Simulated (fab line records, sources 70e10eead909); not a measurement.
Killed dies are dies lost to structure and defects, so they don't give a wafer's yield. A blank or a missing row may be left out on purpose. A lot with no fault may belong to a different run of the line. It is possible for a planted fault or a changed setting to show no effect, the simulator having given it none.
Chamber matching | flow nandHarc | 4 sister chambers for NHARC_A_CONTACT_DESCUM_47 on rieDiel-03
The step chemistry O2, time 3 s. 14 wafers are shown with their chamber, then 7 later ones without.

== WAFERS WITH THEIR CHAMBER ==
wafer  | chamber | showerheadPlenumPTorr (Torr) | drypumpMotorCurrentA (A) | o2FlowSccm (sccm)
L636.2 | 3       | 1.89                         | 6.5                      | 200.6
L636.4 | 1       | 2.00                         | 5.7                      | 200.2
L636.5 | 2       | 1.79                         | 6.2                      | 200.3
L644.3 | 3       | 1.89                         | 6.6                      | 200.7
L644.4 | 0       | 1.89                         | 6.0                      | 199.6
L644.6 | 1       | 2.00                         | 5.7                      | 199.4
L646.1 | 3       | 1.89                         | 6.5                      | 200.0
L646.3 | 0       | 1.89                         | 6.0                      | 200.0
L646.6 | 3       | 1.89                         | 6.5                      | 199.6
L649.2 | 1       | 2.00                         | 5.7                      | 201.0
L649.5 | 1       | 2.00                         | 5.7                      | 201.6
L649.6 | 2       | 1.78                         | 6.2                      | 199.1
L652.1 | 1       | 2.00                         | 5.7                      | 199.9
L652.2 | 0       | 1.89                         | 6.0                      | 200.4

SIGNATURES (averages over the wafers above)
reading               | chamber 0 | chamber 1 | chamber 2 | chamber 3 | scatter within a chamber
showerheadPlenumPTorr | 1.8900    | 2.0000    | 1.7850    | 1.8900    | 0.00224
drypumpMotorCurrentA  | 6.000     | 5.700     | 6.200     | 6.525     | 0.0274
o2FlowSccm            | 200.000   | 200.420   | 199.700   | 200.225   | 0.703
Rule: a wafer lies at a distance from a chamber equal to the root of the sum of squares, over the readings, of (its reading less the chamber's mean, divided by the reading's scatter). If the next closest chamber is less than 2 further off than the closest, the wafer can't be placed; otherwise it belongs to the closest. How the scatter is found: for the shown wafers, subtract from each reading the mean of its chamber, square and add these, divide the total by (wafers less chambers), then take the root.

== WAFERS MISSING THEIR CHAMBER ==
wafer  | showerheadPlenumPTorr (Torr) | drypumpMotorCurrentA (A) | o2FlowSccm (sccm)
L652.6 | 1.89                         | 6.6                      | 200.3
L651.1 | 1.89                         | 6.5                      | 200.1
L651.2 | 1.78                         | 6.2                      | 199.5
L651.4 | 1.89                         | 6.0                      | 199.0
L653.1 | 1.88                         | 6.5                      | 200.2
L653.2 | 1.89                         | 6.0                      | 200.2
L653.5 | 1.88                         | 6.5                      | 200.8

== WHICH CHAMBER EACH ONE RAN IN ==
wafer  | from the rows above | in truth
L652.6 | 3                   | 3
L651.1 | 3                   | 3
L651.2 | 2                   | 2
L651.4 | 0                   | 0
L653.1 | 3                   | 3
L653.2 | 0                   | 0
L653.5 | 3                   | 3
Correct placement for 7 of the 7. Left unplaced by these rows: 0. 0 placed wrongly.
